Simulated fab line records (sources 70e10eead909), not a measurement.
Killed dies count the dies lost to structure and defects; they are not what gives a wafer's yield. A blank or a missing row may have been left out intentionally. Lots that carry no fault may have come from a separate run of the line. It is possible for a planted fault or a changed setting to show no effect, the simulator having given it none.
Chamber matching / flow nand harc / NHARC_A_M1_DESCUM_14 on rie diel-13: 4 sister chambers
The step chemistry O2, time 3 s. 8 wafers are shown with their chamber, then 9 later ones without.

== WAFERS, EACH WITH ITS CHAMBER ==
wafer=L078.5; chamber=1; drypump motor current A (A)=5.9; oes product au (a.u.)=0.988
wafer=L085.2; chamber=3; drypump motor current A (A)=6.6; oes product au (a.u.)=1.022
wafer=L085.5; chamber=3; drypump motor current A (A)=6.6; oes product au (a.u.)=1.016
wafer=L092.1; chamber=2; drypump motor current A (A)=5.9; oes product au (a.u.)=0.996
wafer=L092.4; chamber=1; drypump motor current A (A)=6.0; oes product au (a.u.)=0.997
wafer=L093.1; chamber=2; drypump motor current A (A)=5.9; oes product au (a.u.)=1.007
wafer=L093.3; chamber=0; drypump motor current A (A)=6.1; oes product au (a.u.)=1.007
wafer=L093.6; chamber=0; drypump motor current A (A)=6.1; oes product au (a.u.)=1.016

== WAFERS WHOSE CHAMBER IS MISSING ==
wafer=L090.1; drypump motor current A (A)=6.7; oes product au (a.u.)=1.009
wafer=L090.4; drypump motor current A (A)=6.1; oes product au (a.u.)=1.003
wafer=L090.5; drypump motor current A (A)=6.1; oes product au (a.u.)=1.006
wafer=L096.1; drypump motor current A (A)=5.9; oes product au (a.u.)=1.009
wafer=L096.5; drypump motor current A (A)=6.0; oes product au (a.u.)=0.994
wafer=L096.6; drypump motor current A (A)=6.1; oes product au (a.u.)=0.995
wafer=L097.1; drypump motor current A (A)=5.9; oes product au (a.u.)=1.016
wafer=L097.2; drypump motor current A (A)=5.9; oes product au (a.u.)=1.002
wafer=L097.3; drypump motor current A (A)=6.1; oes product au (a.u.)=0.994

== WHICH CHAMBER EACH WENT THROUGH ==
wafer=L090.1; from the rows above=3; in truth=3
wafer=L090.4; from the rows above=0; in truth=0
wafer=L090.5; from the rows above=0; in truth=0
wafer=L096.1; from the rows above=can't be placed: 2 or 1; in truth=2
wafer=L096.5; from the rows above=can't be placed: 1 or 2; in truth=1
wafer=L096.6; from the rows above=can't be placed: 0 or 1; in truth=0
wafer=L097.1; from the rows above=can't be placed: 2 or 1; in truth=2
wafer=L097.2; from the rows above=can't be placed: 2 or 1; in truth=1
wafer=L097.3; from the rows above=can't be placed: 0 or 1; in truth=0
3 of 9 placed correctly. Can't be placed from these rows: 6 (the true chamber is among the candidates in 6). 0 placed wrongly.
How it was worked out, from the rows above alone: a wafer's distance from a chamber is the root of the sum, over the readings, of the square of ((its reading less the chamber's mean) divided by the reading's scatter). The wafer belongs to the nearest chamber; if the next one is less than 2 further off, it can't be placed. Each chamber's mean is taken over the wafers shown for it. The scatter: the root of (the sum of the squares of (reading less its chamber's mean) over the shown wafers, divided by (wafers less chambers)).
